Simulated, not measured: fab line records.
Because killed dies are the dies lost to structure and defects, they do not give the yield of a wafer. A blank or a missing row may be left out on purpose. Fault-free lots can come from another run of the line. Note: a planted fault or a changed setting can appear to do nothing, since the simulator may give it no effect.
Split-lot study | flow n5-finfet | 7 lots, 21 wafers read, on a route of 1938 steps

== ABOUT THE SPLIT ==
At N5_BEOL_M8_PEB_09 (peb time 60 s), the setting peb-time-s was moved away from the recipe's 60 s on 10 of the 21 wafers read, by -11.7% to +22.4%. For the rest of the wafers, this setting stayed at what the recipe calls for.

== FROM THE SPLIT TO THE READING: what the file shows between them, 12 steps ==
- N5_BEOL_M8_DEVELOP_10: develop time 30 s
- N5_BEOL_M8_CD_MEAS_11: target cd 38.5 nm
- N5_BEOL_M8_DESCUM_16: chemistry O2, time 7.9 s
- N5_BEOL_M8_ETCH_61: etches SiARC in CF4, target depth 45.5 nm, time 75.8 s
- N5_BEOL_M8_ETCH_62: etches SOC in N2/H2, target depth 110 nm, overetch 22 nm, time 165 s
- N5_BEOL_M8_STRIP_68: strips in N2/H2
- N5_BEOL_M8_STRIP_67: strips in CF4
- N5_BEOL_M8_STRIP_80: strips in N2/H2, time 10 s
- N5_BEOL_M8_HM_STRIP_39: strips TiN in peroxide tin strip, target depth 25 nm, time 158 s
- N5_BEOL_M8_SRD_40: time 30 s
- N5_BEOL_M8_PRECLEAN_42: cleans in residue remover, time 60 s
- N5_BEOL_M8_SRD_43: time 30 s

== THE READING ==
At N5_BEOL_M8_CD_MEAS_35: cd-nm in nanometres, against a target cd of 40 nm. Fault-free wafers of this fab line usually give 39.7 nm, standard deviation 0.48 nm.

wafer  | tool, chamber at the split | peb-time-s as run, s | against the recipe | cd-nm, nm | against lot-mates on the recipe
L074.3 | litho-track-01, 0          | 64.58                | +7.6%              | 41.5      | +1.9
L074.4 | litho-track-01, 0          | 64.58                | +7.6%              | 41.3      | +1.7
L074.5 | litho-track-01, 0          | 60                   | recipe             | 39.6      | -
L080.1 | litho-track-01, 0          | 55.43                | -7.6%              | 37.7      | -3.0
L080.2 | litho-track-01, 0          | 60                   | recipe             | 40.7      | -
L080.3 | litho-track-01, 0          | 55.43                | -7.6%              | 38.6      | -2.1
L083.1 | litho-track-05, 0          | 60                   | recipe             | 39.5      | -
L083.4 | litho-track-05, 0          | 60                   | recipe             | 39.2      | -
L083.6 | litho-track-05, 0          | 60                   | recipe             | 39.1      | -
L087.2 | litho-track-05, 0          | 53.01                | -11.7%             | 36.0      | -3.1
L087.4 | litho-track-05, 0          | 60                   | recipe             | 38.8      | -
L087.6 | litho-track-05, 0          | 60                   | recipe             | 39.5      | -
L090.3 | litho-track-01, 0          | 60                   | recipe             | 40.0      | -
L090.4 | litho-track-01, 0          | 60                   | recipe             | 40.2      | -
L090.6 | litho-track-01, 0          | 53.45                | -10.9%             | 37.6      | -2.5
L091.1 | litho-track-03, 0          | 70.76                | +17.9%             | 43.1      | +2.9
L091.5 | litho-track-03, 0          | 60                   | recipe             | 40.2      | -
L091.6 | litho-track-03, 0          | 70.76                | +17.9%             | 43.5      | +3.3
L094.1 | litho-track-05, 0          | 60                   | recipe             | 39.1      | -
L094.3 | litho-track-05, 0          | 73.44                | +22.4%             | 43.9      | +4.8
L094.4 | litho-track-05, 0          | 73.44                | +22.4%             | 44.1      | +5.0

FIT RESULTS
A straight line over all 21 wafers: cd-nm changes by +0.208 nm for each +1% of peb-time-s; r = +0.97; the points scatter about the line by 0.55 nm.
The same after taking each lot's own level away (the mean of its wafers on the recipe; 21 wafers): +0.221 nm for each +1%; r = +0.98; scatter 0.43 nm.
Per that fit: largest peb-time-s move, reading shift of 5 nm.
From 39.10 to 40.70 nm: that is the span of the lots' own levels, equal to 3.3 times the standard deviation above.
The two slopes are in agreement: the lot-to-lot level therefore moves the slope only a little.
Check: with one of the wafers moved furthest among these (+22.4%) left out of the fit, the line predicts +4.75 nm for it against its lot-mates. Against them it came out at +4.8 nm.

== FURTHER SPLITS ON THESE WAFERS ==
Note: prior to the reading, these wafers also went through further splits. Each is held against what the fit with the lots' levels taken away leaves over:
other split on the same wafers     | wafers away from the commonest value | r with cd-nm (lot level and that fit taken away)
N5_BEOL_M7_TRENCH_ETCH_37 source-w | 10                                   | -0.06
N5_BEOL_M8_PECVD_70 temp-c         | 4                                    | +0.07

== THE WHOLE CHAIN: every reading that the file lists as answering this split, in the file's order ==
step                  | what it does                                                         | reading                                                               | change (the file's fit)               | r (the file's)
N5_BEOL_M8_CD_MEAS_11 | target cd 38.5 nm                                                    | cd-nm                                                                 | +0.222 nm for each +1% of the setting | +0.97
N5_BEOL_M8_ETCH_61    | etches SiARC in CF4, target depth 45.5 nm, time 75.8 s               | BEOL_M8.cd-offset-nm (the simulator's own value, which no gauge read) | +0.23 nm for each +1% of the setting  | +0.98
N5_BEOL_M8_ETCH_62    | etches SOC in N2/H2, target depth 110 nm, overetch 22 nm, time 165 s | BEOL_M8.cd-offset-nm (the simulator's own value, which no gauge read) | +0.221 nm for each +1% of the setting | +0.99
N5_BEOL_M8_CD_MEAS_35 | target cd 40 nm                                                      | cd-nm                                                                 | +0.219 nm for each +1% of the setting | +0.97

== FILE'S OWN FIT ==
cd-nm changes by +0.219 nm for each +1% of peb-time-s, r = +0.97.
